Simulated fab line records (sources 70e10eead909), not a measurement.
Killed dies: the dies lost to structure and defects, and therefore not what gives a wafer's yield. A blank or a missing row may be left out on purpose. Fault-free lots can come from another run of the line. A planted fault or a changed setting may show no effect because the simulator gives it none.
Which tool is to blame? -- flow nand harc -- 14 lots, 42 wafers sampled, at 5 steps of a route of 1302

WHAT THE GAUGES READ, wafer by wafer
NHARC_A_ONON_D2_THK_MEAS_18: measures by ellipsometry. Usual: thk nm at 998 nm, with a standard deviation of 8.8.
lot,measured,on,thk nm (nm),flag
L368,day 12 20:53,film metro-02,1013 1012 1010,
L367,day 12 20:52,film metro-01,1008 1009 1009,
L371,day 14 13:59,film metro-01,1011 1013 1013,
L373,day 15 14:50,film metro-02,1568 1567 1567,OFF
L374,day 16 11:52,film metro-01,1568 1568 1568,OFF
L382,day 19 00:49,film metro-02,989 990 990,
L383,day 20 00:59,film metro-02,994 996 994,
L384,day 20 05:59,film metro-02,998 999 998,
L385,day 20 12:22,film metro-01,1008 1010 1009,
L386,day 21 18:53,film metro-02,989 991 990,
L387,day 21 18:53,film metro-01,987 988 988,
L388,day 21 19:14,film metro-01,1000 1002 1003,
L390,day 22 19:10,film metro-01,993 991 991,
L389,day 22 19:10,film metro-02,1006 1004 1003,

NHARC_END_SORT_01. Usual: killed at array 53, standard deviation 21; killed at other 1.0, standard deviation 1.3; killed at periphery 3.8, standard deviation 2.4; killed dies 58, standard deviation 21; killed open 3.4, standard deviation 1.9; killed short 2.4, standard deviation 1.5.
lot,measured,on,killed at array,killed at other,killed at periphery,killed dies,killed open,killed short,flag
L373,day 27 04:20,prober-02,673 675 674,0 0 0,4 2 3,677 677 677,3 6 6,0 3 2,OFF
L374,day 28 16:22,prober-02,672 672 673,0 0 0,5 5 4,677 677 677,6 2 2,3 1 5,OFF

WHICH TOOL RAN EACH LOT (tool, then ch and the chambers of the sampled wafers, then the start)
lot,NHARC_A_DECK1_JOINT_CMP_13,NHARC_A_DECK1_JOINT_CMP_02,NHARC_A_ONON_D2_DEP_16
L368,"cmp-01 ch 0,1,3, day 11 12:46","cmp-01 ch 0,1,3, day 12 09:49","pecvd onon-04 ch 0, day 12 20:23"
L367,"cmp-03 ch 1,2,3, day 11 12:47","cmp-03 ch 0,1,2, day 12 09:49","pecvd onon-03 ch 0, day 12 20:28"
L371,"cmp-03 ch 0,2,3, day 13 02:50","cmp-01 ch 1,2,3, day 14 02:41","pecvd onon-02 ch 0, day 14 13:32"
L373,"cmp-01 ch 1,2, day 13 21:46","cmp-01 ch 0,1, day 15 03:30","pecvd onon-03 ch 0, day 15 14:26"
L374,"cmp-04 ch 1,2, day 14 20:37","cmp-04 ch 0,1,3, day 15 23:58","pecvd onon-03 ch 0, day 16 11:25"
L382,"cmp-01 ch 0,1,3, day 17 13:18","cmp-01 ch 0,2,3, day 18 13:14","pecvd onon-02 ch 0, day 19 00:22"
L383,"cmp-01 ch 1,2,3, day 18 08:38","cmp-03 ch 0,2,3, day 19 12:59","pecvd onon-03 ch 0, day 20 00:32"
L384,"cmp-01 ch 1,2,3, day 18 18:40","cmp-03 ch 0,2, day 19 17:31","pecvd onon-03 ch 0, day 20 05:32"
L385,"cmp-04 ch 1,3, day 18 23:58","cmp-01 ch 0,1,3, day 20 00:13","pecvd onon-03 ch 0, day 20 11:51"
L386,"cmp-04 ch 0,2, day 20 00:58","cmp-04 ch 0,2, day 21 06:26","pecvd onon-03 ch 0, day 21 18:23"
L387,"cmp-04 ch 0,1,3, day 20 09:37","cmp-03 ch 0,1,3, day 21 08:59","pecvd onon-02 ch 0, day 21 18:23"
L388,"cmp-04 ch 0,3, day 20 13:02","cmp-04 ch 0,1, day 21 09:01","pecvd onon-03 ch 0, day 21 18:44"
L390,"cmp-03 ch 0,1, day 21 10:01","cmp-04 ch 0,1, day 22 08:07","pecvd onon-03 ch 0, day 22 18:40"
L389,"cmp-04 ch 0,2,3, day 21 10:05","cmp-03 ch 0,2,3, day 22 08:11","pecvd onon-02 ch 0, day 22 18:43"
- NHARC_A_DECK1_JOINT_CMP_13: polishes, target thk 51.023 nm.
- NHARC_A_DECK1_JOINT_CMP_02: polishes SiOx.
- NHARC_A_ONON_D2_DEP_16: target thk 1000 nm.

AS READ BY THE TOOLS THEMSELVES (means over the sampled wafers that have a number; for cases with no such wafer, the mark the record gives instead)
NHARC_A_DECK1_JOINT_CMP_13. Usual: motor current A 12.1 A, standard deviation 1.5; time to endpoint s 8.6 s, standard deviation 2.1.
lot,tool,motor current A (A),time to endpoint s (s),flag
L368,cmp-01,12.4,8.4,
L367,cmp-03,13.4,3.7,
L371,cmp-03,12.8,8.1,
L373,cmp-01,11.6,10.4,
L374,cmp-04,12.9,8.8,
L382,cmp-01,12.5,6.9,
L383,cmp-01,11.8,7.7,
L384,cmp-01,11.8,5.5,
L385,cmp-04,11.5,8.3,
L386,cmp-04,12.7,9.9,
L387,cmp-04,11.0,9.2,
L388,cmp-04,9.9,9.8,
L390,cmp-03,13.3,5.3,
L389,cmp-04,11.3,8.7,

NHARC_A_DECK1_JOINT_CMP_02. Usual: motor current A at 12.4 A, with a standard deviation of 1.3.
lot,tool,motor current A (A),flag
L368,cmp-01,12.6,
L367,cmp-03,12.7,
L371,cmp-01,11.9,
L373,cmp-01,12.3,
L374,cmp-04,11.2,
L382,cmp-01,12.1,
L383,cmp-03,12.8,
L384,cmp-03,12.0,
L385,cmp-01,12.3,
L386,cmp-04,11.8,
L387,cmp-03,13.2,
L388,cmp-04,11.7,
L390,cmp-04,11.9,
L389,cmp-03,12.6,

THE ANSWER, worked out from the rows above alone
Rule: take the mean of a lot's wafers that have a number; if it is more than 3 standard deviations from the usual mean, the lot is off. A lot without any number at a reading at which 4 lots or more have one is off too. Where the step has rows for the other lots, those lots are counted as sound. The gauges are gone through in route order, then the tools' own readings, and for those a lot's mean is taken as printed above. The first step at which some lot is off is used, and at that step the reading that is off furthest; a lot without a number counts as furthest.
Off at NHARC_A_ONON_D2_THK_MEAS_18 (thk nm): L373, L374.
A tool fits if, at a process step before that reading, it ran every lot that is off, and no sound lot after the first of them. Not tried: the gauges at NHARC_A_ONON_D2_THK_MEAS_18; whatever is off there is also off at NHARC_END_SORT_01, on other tools, and gauge error can't account for it. Of those tried, none fits.

WHAT THE SIMULATOR HAD INSERTED
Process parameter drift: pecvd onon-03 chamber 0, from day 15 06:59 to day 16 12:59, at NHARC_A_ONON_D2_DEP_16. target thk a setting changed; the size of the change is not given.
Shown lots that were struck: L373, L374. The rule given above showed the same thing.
